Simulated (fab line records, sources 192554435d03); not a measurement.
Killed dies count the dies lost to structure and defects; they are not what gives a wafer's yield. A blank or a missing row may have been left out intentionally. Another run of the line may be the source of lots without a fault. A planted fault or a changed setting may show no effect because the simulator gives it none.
Comparing a struck lot with a sound one || flow n5-finfet || 23 steps out of a route of 1938
Sound: these wafers, L821.3, L821.5, L821.6. The struck wafers were L818.1, L818.4, L818.5. The cause is given at the end.
Each step with rows lists, per side, the tool, then ch with its chambers, then its first start. Under that, the readings that differ: sound wafers || struck wafers || difference of the means || sigmas: that difference in standard deviations of wafers without a fault.
alike: same words and numbers on both sides, and readings whose means sit less than 2 such deviations apart. not compared: any withheld reading, any reading some wafer has no value for, any bound like >300 that may hide the same value, and any number with overlapping values for which the record gives no deviation.
A row with sigmas, a row that says differs or no value, or rows on one side alone: a step with any of these is where the two part. Numbers that don't overlap but have no deviation are shown without sigmas and don't part them. A reading missing from all wafers of one side parts the sides only when that side holds two or more wafers.

first, 9 steps without rows for these wafers: N5_GATE_CUT_VAPOR_ETCH_51 (etches HfO2 in BCl3/Cl2); N5_GATE_CUT_STRIP_21 (strips in N2/H2, time 30 s); N5_GATE_CUT_STRIP_29 (strips in post etch residue remover, time 60 s); N5_GATE_CUT_SRD_52 (time 30 s); N5_GATE_CUT_ALD_22 (deposits SiNx, target thk 16 nm, pulse time 1 s, ald cycles 320); N5_GATE_CUT_CMP_23 (polishes, stops on SiO2, t overpolish 23.4 s, target thk 16 nm); N5_GATE_CUT_CMP_43 (polishes SiO2); N5_GATE_CUT_CMP_61 (polishes, stops on SiNx, t overpolish 3 s); N5_MOL_CONTACT_COAG_COAT_103 (time 60 s, resist thk 80 nm).
N5_MOL_CONTACT_COAG_COAT_104: time 60 s, resist thk 12 nm.
  sound on litho-track-03 ch 0, day 10 12:05; struck on litho-track-02 ch 0, day 9 14:20
{"reading": "spin-speed-rpm (rpm)", "sound": "1500.7 1499.8 1502.4", "struck": "1454.3 1454.3 1451.3", "difference": -47.7, "sigmas": -48}
  alike: heater-power-total-W
then, 9 steps without rows for these wafers: N5_MOL_CONTACT_COAG_COAT_58 (time 60 s, resist thk 10 nm); N5_MOL_CONTACT_COAG_COAT_02 (resist thk 30 nm); N5_MOL_CONTACT_COAG_EBR_04; N5_MOL_CONTACT_COAG_SOFTBAKE_03 (time 60 s); N5_MOL_CONTACT_COAG_EXPOSE_05 (exposes mask CA, defocus 0 nm); N5_MOL_CONTACT_COAG_PEB_06 (peb time 60 s); N5_MOL_CONTACT_COAG_DEVELOP_07 (develop time 30 s); N5_MOL_CONTACT_COAG_DESCUM_13 (chemistry O2, time 7 s); N5_MOL_CONTACT_COAG_ETCH_59 (etches underlayer in N2/H2, target depth 13 nm, time 10.4 s).
N5_MOL_CONTACT_COAG_ETCH_105: etches SiARC in CF4, target depth 15.6 nm, time 26 s.
  sound on rie-diel-05 ch 0,2,3, day 10 12:35; struck on rie-diel-06 ch 2,3, day 9 16:11
{"reading": "model.etch.depth-nm (nm)", "sound": "12.01 12.03 12", "struck": "12.22 12.24 12.23", "difference": "+0.22", "sigmas": ""}
  alike: drypump-motor-current-A, etch-rf-on-time-s, oes-product-au, rf-fwd-power-W, rf-vpp-V, showerhead-plenum-p-Torr, throttle-valve-pct
  not compared: rf-hours-counter-h
then, 1 step without rows for these wafers: N5_MOL_CONTACT_COAG_ETCH_106 (etches SOC in N2/H2, target depth 80 nm, overetch 16 nm, time 120 s).
-- here the record skips 3 days between the struck wafers' starts before and after, leaving off in module MOL_CONTACT_COAG and picking up in module BEOL_M4 (first step shown: number 1111 of the route) --
N5_BEOL_M4_RC_MEAS_101:
  sound on prober-01 ch 0, day 14 00:46; struck on prober-02 ch 0, day 13 00:05
  alike: DIBL_N, DIBL_P, IOFF_N, IOFF_P, ION_N, ION_P, SS_N, SS_P, VT_N, VT_P
-- here the record skips 4 days between the struck wafers' starts before and after, leaving off in module BEOL_M4 and picking up in module PASSIVATION (first step shown: number 1936 of the route) --
N5_PASSIVATION_PROBE_49:
  record: rows for the struck wafers here (prober-01, day 17 10:56), none for the sound ones

== WHERE THEY PART ==
First at N5_MOL_CONTACT_COAG_COAT_104; last, within this record, at N5_PASSIVATION_PROBE_49.

WHY: the cause the simulator had injected
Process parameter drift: litho-track-02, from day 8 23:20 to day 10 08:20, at N5_MOL_CONTACT_COAG_COAT_104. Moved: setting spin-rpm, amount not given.
